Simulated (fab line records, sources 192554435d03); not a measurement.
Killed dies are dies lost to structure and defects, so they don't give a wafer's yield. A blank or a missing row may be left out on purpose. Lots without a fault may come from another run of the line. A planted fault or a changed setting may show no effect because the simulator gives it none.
Chamber matching | flow n5_finfet | N5_BEOL_M15_STRIP_36 on rie_diel-06: 4 sister chambers
The step strips in O2. 14 wafers are shown with their chamber, then 7 later ones without.

WAFERS WITH THEIR CHAMBER
wafer  | chamber | showerhead_plenum_p_Torr (Torr) | drypump_motor_current_A (A) | throttle_valve_pct (%)
L077.3 | 1       | 2.13                            | 5.46                        | 16.38
L077.5 | 0       | 2.18                            | 5.08                        | 16.68
L077.6 | 3       | 2.08                            | 5.31                        | 16.90
L080.1 | 0       | 2.18                            | 5.09                        | 16.69
L080.2 | 3       | 2.08                            | 5.33                        | 16.91
L080.3 | 2       | 2.08                            | 5.90                        | 17.11
L080.4 | 1       | 2.12                            | 5.44                        | 16.38
L080.5 | 0       | 2.18                            | 5.10                        | 16.69
L080.6 | 3       | 2.08                            | 5.35                        | 16.95
L085.1 | 0       | 2.18                            | 5.10                        | 16.72
L085.3 | 1       | 2.12                            | 5.43                        | 16.39
L085.6 | 1       | 2.12                            | 5.44                        | 16.42
L084.1 | 1       | 2.12                            | 5.45                        | 16.42
L084.4 | 2       | 2.08                            | 5.91                        | 17.13

SIGNATURES (means of the wafers above)
reading                  | chamber 0 | chamber 1 | chamber 2 | chamber 3 | scatter within a chamber
showerhead_plenum_p_Torr | 2.1800    | 2.1220    | 2.0800    | 2.0800    | 0.00283
drypump_motor_current_A  | 5.0925    | 5.4440    | 5.9050    | 5.3300    | 0.0128
throttle_valve_pct       | 16.6950   | 16.3980   | 17.1200   | 16.9200   | 0.0204
Rule: a wafer's distance from a chamber is the root of the sum, over the readings, of the square of ((its reading less the chamber's mean) divided by the reading's scatter). The wafer belongs to the nearest chamber; if the next one is less than 2 further off, it can't be placed. The scatter: the root of (the sum of the squares of (reading less its chamber's mean) over the shown wafers, divided by (wafers less chambers)).

WAFERS WITHOUT THEIR CHAMBER
wafer  | showerhead_plenum_p_Torr (Torr) | drypump_motor_current_A (A) | throttle_valve_pct (%)
L084.5 | 2.08                            | 5.30                        | 16.99
L091.1 | 2.12                            | 5.45                        | 16.42
L091.2 | 2.18                            | 5.09                        | 16.75
L091.3 | 2.07                            | 5.89                        | 17.13
L091.4 | 2.07                            | 5.31                        | 16.99
L091.5 | 2.18                            | 5.09                        | 16.74
L091.6 | 2.07                            | 5.34                        | 16.94

WHICH CHAMBER EACH WENT THROUGH
wafer  | from the rows above | in truth
L084.5 | 3                   | 3
L091.1 | 1                   | 1
L091.2 | 0                   | 0
L091.3 | 2                   | 2
L091.4 | 3                   | 3
L091.5 | 0                   | 0
L091.6 | 3                   | 3
Placed correctly: 7 of 7. Can't be placed from these rows: 0. Placed wrongly: 0.
